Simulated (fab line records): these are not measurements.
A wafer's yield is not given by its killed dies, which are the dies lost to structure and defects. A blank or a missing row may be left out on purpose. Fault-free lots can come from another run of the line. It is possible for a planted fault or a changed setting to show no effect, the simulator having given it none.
Split-lot trial || flow n5-finfet || on a route of 1938 steps: 7 lots, 21 wafers read

## THE SPLIT ITSELF
At N5_BEOL_M11_COAT_05 (resist thk 90 nm), the setting spin-rpm was moved away from the recipe's 1500 rpm on 4 of the 21 wafers read, by -8.8% to +6.1%. All remaining wafers had this setting at the recipe value.

## FROM THE SPLIT TO THE READING: what the file shows between them, 4 steps
- N5_BEOL_M11_EBR_07
- N5_BEOL_M11_SOFTBAKE_06: time 60 s
- N5_BEOL_M11_EXPOSE_08: exposes mask M11
- N5_BEOL_M11_PEB_09: peb time 60 s

## THE READING
CAR-ArF_of_BEOL_M11_COAT_05.thk-nm (the simulator's own value, which no gauge read), in nm, at N5_BEOL_M11_DEVELOP_10 (develop time 30 s). There is no usual value for it anywhere in the file. Average 88.4 nm, standard deviation 0.24 nm, over the 17 wafers here run with the recipe.

{"wafer": "L076.2", "tool, chamber at the split": "litho-track-02, 0", "spin-rpm as run, rpm": 1591, "against the recipe": "+6.1%", "CAR-ArF_of_BEOL_M11_COAT_05.thk-nm, nm": 85.6, "against lot-mates on the recipe": -3.0}
{"wafer": "L076.5", "tool, chamber at the split": "litho-track-02, 0", "spin-rpm as run, rpm": 1591, "against the recipe": "+6.1%", "CAR-ArF_of_BEOL_M11_COAT_05.thk-nm, nm": 86, "against lot-mates on the recipe": -2.6}
{"wafer": "L076.6", "tool, chamber at the split": "litho-track-02, 0", "spin-rpm as run, rpm": 1500, "against the recipe": "recipe", "CAR-ArF_of_BEOL_M11_COAT_05.thk-nm, nm": 88.6, "against lot-mates on the recipe": "-"}
{"wafer": "L080.1", "tool, chamber at the split": "litho-track-01, 0", "spin-rpm as run, rpm": 1500, "against the recipe": "recipe", "CAR-ArF_of_BEOL_M11_COAT_05.thk-nm, nm": 88.6, "against lot-mates on the recipe": "-"}
{"wafer": "L080.3", "tool, chamber at the split": "litho-track-01, 0", "spin-rpm as run, rpm": 1500, "against the recipe": "recipe", "CAR-ArF_of_BEOL_M11_COAT_05.thk-nm, nm": 88.2, "against lot-mates on the recipe": "-"}
{"wafer": "L080.6", "tool, chamber at the split": "litho-track-01, 0", "spin-rpm as run, rpm": 1500, "against the recipe": "recipe", "CAR-ArF_of_BEOL_M11_COAT_05.thk-nm, nm": 88.4, "against lot-mates on the recipe": "-"}
{"wafer": "L079.1", "tool, chamber at the split": "litho-track-01, 0", "spin-rpm as run, rpm": 1500, "against the recipe": "recipe", "CAR-ArF_of_BEOL_M11_COAT_05.thk-nm, nm": 88.6, "against lot-mates on the recipe": "-"}
{"wafer": "L079.2", "tool, chamber at the split": "litho-track-01, 0", "spin-rpm as run, rpm": 1500, "against the recipe": "recipe", "CAR-ArF_of_BEOL_M11_COAT_05.thk-nm, nm": 88.6, "against lot-mates on the recipe": "-"}
{"wafer": "L079.3", "tool, chamber at the split": "litho-track-01, 0", "spin-rpm as run, rpm": 1500, "against the recipe": "recipe", "CAR-ArF_of_BEOL_M11_COAT_05.thk-nm, nm": 88.6, "against lot-mates on the recipe": "-"}
{"wafer": "L083.4", "tool, chamber at the split": "litho-track-03, 0", "spin-rpm as run, rpm": 1368, "against the recipe": "-8.8%", "CAR-ArF_of_BEOL_M11_COAT_05.thk-nm, nm": 92.6, "against lot-mates on the recipe": "+4.2"}
{"wafer": "L083.5", "tool, chamber at the split": "litho-track-03, 0", "spin-rpm as run, rpm": 1368, "against the recipe": "-8.8%", "CAR-ArF_of_BEOL_M11_COAT_05.thk-nm, nm": 92.6, "against lot-mates on the recipe": "+4.2"}
{"wafer": "L083.6", "tool, chamber at the split": "litho-track-03, 0", "spin-rpm as run, rpm": 1500, "against the recipe": "recipe", "CAR-ArF_of_BEOL_M11_COAT_05.thk-nm, nm": 88.4, "against lot-mates on the recipe": "-"}
{"wafer": "L086.2", "tool, chamber at the split": "litho-track-03, 0", "spin-rpm as run, rpm": 1500, "against the recipe": "recipe", "CAR-ArF_of_BEOL_M11_COAT_05.thk-nm, nm": 88.4, "against lot-mates on the recipe": "-"}
{"wafer": "L086.3", "tool, chamber at the split": "litho-track-03, 0", "spin-rpm as run, rpm": 1500, "against the recipe": "recipe", "CAR-ArF_of_BEOL_M11_COAT_05.thk-nm, nm": 88, "against lot-mates on the recipe": "-"}
{"wafer": "L086.4", "tool, chamber at the split": "litho-track-03, 0", "spin-rpm as run, rpm": 1500, "against the recipe": "recipe", "CAR-ArF_of_BEOL_M11_COAT_05.thk-nm, nm": 88, "against lot-mates on the recipe": "-"}
{"wafer": "L091.1", "tool, chamber at the split": "litho-track-02, 0", "spin-rpm as run, rpm": 1500, "against the recipe": "recipe", "CAR-ArF_of_BEOL_M11_COAT_05.thk-nm, nm": 88.6, "against lot-mates on the recipe": "-"}
{"wafer": "L091.2", "tool, chamber at the split": "litho-track-02, 0", "spin-rpm as run, rpm": 1500, "against the recipe": "recipe", "CAR-ArF_of_BEOL_M11_COAT_05.thk-nm, nm": 88.6, "against lot-mates on the recipe": "-"}
{"wafer": "L091.3", "tool, chamber at the split": "litho-track-02, 0", "spin-rpm as run, rpm": 1500, "against the recipe": "recipe", "CAR-ArF_of_BEOL_M11_COAT_05.thk-nm, nm": 88.4, "against lot-mates on the recipe": "-"}
{"wafer": "L092.3", "tool, chamber at the split": "litho-track-02, 0", "spin-rpm as run, rpm": 1500, "against the recipe": "recipe", "CAR-ArF_of_BEOL_M11_COAT_05.thk-nm, nm": 88.2, "against lot-mates on the recipe": "-"}
{"wafer": "L092.4", "tool, chamber at the split": "litho-track-02, 0", "spin-rpm as run, rpm": 1500, "against the recipe": "recipe", "CAR-ArF_of_BEOL_M11_COAT_05.thk-nm, nm": 88, "against lot-mates on the recipe": "-"}
{"wafer": "L092.5", "tool, chamber at the split": "litho-track-02, 0", "spin-rpm as run, rpm": 1500, "against the recipe": "recipe", "CAR-ArF_of_BEOL_M11_COAT_05.thk-nm, nm": 88, "against lot-mates on the recipe": "-"}

THE FIT
A straight line over all 21 wafers: CAR-ArF_of_BEOL_M11_COAT_05.thk-nm changes by -0.461 nm for each +1% of spin-rpm; r = -0.99; the points scatter about the line by 0.25 nm.
The same after taking each lot's own level away (the mean of its wafers on the recipe; 21 wafers): -0.472 nm for each +1%; r = -1.00; scatter 0.13 nm.
That fit puts the effect of the largest move of spin-rpm on the reading at 4.2 nm.
The span of the lots' own levels, 88.07 to 88.60 nm, comes to 2.2 times the standard deviation stated above.
The two slopes agree, so the slope changes little with the lot-to-lot level.
Check: with one of the wafers moved furthest among these (-8.8%) left out of the fit, the line predicts +4.14 nm for it against its lot-mates. It came out at +4.2 nm against them.

## FURTHER SPLITS ON THESE WAFERS
Note: prior to the reading, these wafers also went through further splits. Each is held against what the fit with the lots' levels taken away leaves over:
{"other split on the same wafers": "N5_BEOL_M10_EXPOSE_08 dose-mj", "wafers away from the commonest value": 6, "r with CAR-ArF_of_BEOL_M11_COAT_05.thk-nm (lot level and that fit taken away)": "+0.25"}
{"other split on the same wafers": "N5_BEOL_M11_PECVD_70 temp-c", "wafers away from the commonest value": 9, "r with CAR-ArF_of_BEOL_M11_COAT_05.thk-nm (lot level and that fit taken away)": -0.13}

## THE WHOLE CHAIN: every reading that the file lists as answering this split, in the file's order
{"step": "N5_BEOL_M11_COAT_05", "what it does": "resist thk 90 nm", "reading": "CAR-ArF_of_BEOL_M11_COAT_05.thk-nm (the simulator's own value, which no gauge read)", "change (the file's fit)": "-0.462 nm for each +1% of the setting", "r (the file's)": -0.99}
{"step": "N5_BEOL_M11_DEVELOP_10", "what it does": "develop time 30 s", "reading": "CAR-ArF_of_BEOL_M11_COAT_05.thk-nm (the simulator's own value, which no gauge read)", "change (the file's fit)": "-0.472 nm for each +1% of the setting", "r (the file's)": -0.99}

## THE FILE'S OWN FIT
CAR-ArF_of_BEOL_M11_COAT_05.thk-nm changes by -0.472 nm for each +1% of spin-rpm, r = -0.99.
